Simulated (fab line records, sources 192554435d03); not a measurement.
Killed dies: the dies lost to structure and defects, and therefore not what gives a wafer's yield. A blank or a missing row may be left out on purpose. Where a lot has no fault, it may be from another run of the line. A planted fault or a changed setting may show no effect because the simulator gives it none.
Chamber matching	flow n5_finfet	N5_BEOL_M8_VIA_ETCH_34 on rie_diel-02: 4 sister chambers
The step etches SiCOH lowk in C4F6/O2, target depth 125.5 nm, time 50.5 s. 20 wafers are shown with their chamber, then 10 later ones without.

== WAFERS WITH THEIR CHAMBER ==
wafer	chamber	throttle_valve_pct (%)	rf_vpp_V (V)	drypump_motor_current_A (A)
L074.1	0	20.73	666	5.1
L074.4	1	20.42	655	5.5
L074.5	2	21.01	642	6.2
L077.1	3	21.15	673	5.9
L077.2	0	20.74	665	5.0
L077.4	2	21.00	644	6.3
L079.1	0	20.73	666	5.1
L079.3	2	21.00	641	6.2
L079.6	1	20.42	656	5.5
L080.3	1	20.43	657	5.5
L080.4	3	21.15	673	6.0
L080.5	2	21.02	643	6.2
L082.3	0	20.74	664	5.1
L082.4	3	21.17	674	6.0
L082.5	2	21.02	640	6.2
L085.2	1	20.44	656	5.5
L085.5	2	21.04	640	6.3
L085.6	1	20.45	655	5.5
L088.1	2	21.04	642	6.3
L088.3	1	20.45	655	5.5

SIGNATURES (means of the wafers above)
reading	chamber 0	chamber 1	chamber 2	chamber 3	scatter within a chamber
throttle_valve_pct	20.7350	20.4350	21.0186	21.1567	0.0137
rf_vpp_V	665.25	655.67	641.71	673.33	1.12
drypump_motor_current_A	5.075	5.500	6.243	5.967	0.0442
Rule: for a wafer and a chamber, the distance is found by dividing, reading by reading, the gap between the wafer's reading and the chamber's mean by the reading's scatter, squaring, summing and taking the root. If the next closest chamber is less than 2 further off than the closest, the wafer can't be placed; otherwise it belongs to the closest. How the scatter is found: for the shown wafers, subtract from each reading the mean of its chamber, square and add these, divide the total by (wafers less chambers), then take the root.

== WAFERS WITH NO CHAMBER GIVEN ==
wafer	throttle_valve_pct (%)	rf_vpp_V (V)	drypump_motor_current_A (A)
L088.4	20.77	666	5.1
L091.2	20.48	656	5.5
L091.3	20.83	673	5.9
L091.6	20.80	666	5.1
L093.3	21.05	642	6.2
L093.4	20.46	656	5.5
L093.6	20.48	656	5.5
L096.2	20.86	671	5.9
L096.4	20.49	655	5.5
L096.6	21.07	643	6.2

== EACH ONE'S CHAMBER ==
wafer	from the rows above	in truth
L088.4	0	0
L091.2	1	1
L091.3	0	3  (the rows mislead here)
L091.6	0	0
L093.3	2	2
L093.4	1	1
L093.6	1	1
L096.2	can't be placed: 0 or 3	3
L096.4	1	1
L096.6	2	2
8 of 10 placed correctly. These rows do not allow placing 1 (true chamber among the candidates in 1). Placed wrongly: 1.
